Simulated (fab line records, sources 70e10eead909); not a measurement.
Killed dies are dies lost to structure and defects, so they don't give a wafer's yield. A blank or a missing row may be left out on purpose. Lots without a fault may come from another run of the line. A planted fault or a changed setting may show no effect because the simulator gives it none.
A struck lot beside a sound one | flow nand_harc | 15 steps out of a route of 1302
Sound: wafers L706.1, L706.5, L706.6. Struck: wafers L709.2, L709.5, L709.6. The cause comes at the end.
At each step with rows: each side's tool, then ch and its chambers, then its first start. Under that, the readings that differ: sound wafers | struck wafers | difference of the means | sigmas: that difference in standard deviations of wafers without a fault.
alike: readings whose means differ by less than 2 such deviations, and words and numbers that are the same on both sides. not compared: withheld readings, readings that some wafer has no value for, bounds like >300 that may hide the same value, and numbers for which the record gives no deviation and whose values overlap.
The two part at a step that has a row with sigmas, a row that says differs or no value, or rows on one side only. Numbers that don't overlap but have no deviation are shown without sigmas and don't part them. A reading that every wafer of one side lacks parts them only if that side has two wafers or more.

first, 1 step without rows for these wafers: NHARC_A_ONON_D1_DEP_03 (target thk 1000 nm).
NHARC_A_ONON_D1_THK_MEAS_05: measures by ellipsometry.
  sound on film_metro-01, day 8 16:52; struck on film_metro-02, day 9 20:02
  alike: thk_nm
then, 1 step without rows for these wafers: NHARC_A_ONON_D1_DEP_06 (target thk 1000 nm).
NHARC_A_ONON_D1_THK_MEAS_08: measures by ellipsometry.
  sound on film_metro-02, day 8 17:26; struck on film_metro-02, day 9 20:37
  alike: thk_nm
then, 1 step without rows for these wafers: NHARC_A_ONON_D1_DEP_09 (target thk 1000 nm).
NHARC_A_ONON_D1_THK_MEAS_11: measures by ellipsometry.
  sound on film_metro-01, day 8 18:00; struck on film_metro-01, day 9 21:10
  alike: thk_nm
then, 1 step without rows for these wafers: NHARC_A_ONON_D1_DEP_12 (target thk 1000 nm).
NHARC_A_ONON_D1_THK_MEAS_14: measures by ellipsometry.
  sound on film_metro-01, day 8 18:34; struck on film_metro-02, day 9 21:44
  alike: thk_nm
then, 2 steps without rows for these wafers: NHARC_A_ONON_D1_ANNEAL_15 (time 3600 s); NHARC_A_ONON_D1_DEP_16 (target thk 1000 nm).
NHARC_A_ONON_D1_THK_MEAS_18: measures by ellipsometry.
  sound on film_metro-01, day 9 04:52; struck on film_metro-02, day 10 07:23
  alike: thk_nm
NHARC_A_ONON_D1_DEP_19: target thk 1000 nm.
  sound on pecvd_onon-04 ch 0, day 9 04:56; struck on pecvd_onon-04 ch 0, day 10 07:31
  alike: sih4_flow_sccm
NHARC_A_ONON_D1_THK_MEAS_21: measures by ellipsometry.
  sound on film_metro-01, day 9 05:26; struck on film_metro-02, day 10 07:58
  reading     | sound          | struck         | difference | sigmas
  thk_nm (nm) | 1007 1009 1009 | 1256 1255 1255 | +247       | +22
then, 1 step without rows for these wafers: NHARC_A_ONON_D1_DEP_22 (target thk 1000 nm).
-- the record jumps here: 16 days lie between the struck wafers' starts before and after (it left off in module A_ONON_D1 and takes up again in module END, whose first step shown is number 1302 of the route) --
NHARC_END_SORT_01:
  the record has rows for the struck wafers here (prober-02 ch 0, day 26 14:42) and none for the sound ones

WHERE THEY PART
First at NHARC_A_ONON_D1_THK_MEAS_21; last, within this record, at NHARC_END_SORT_01.

WHY: what the simulator had put in
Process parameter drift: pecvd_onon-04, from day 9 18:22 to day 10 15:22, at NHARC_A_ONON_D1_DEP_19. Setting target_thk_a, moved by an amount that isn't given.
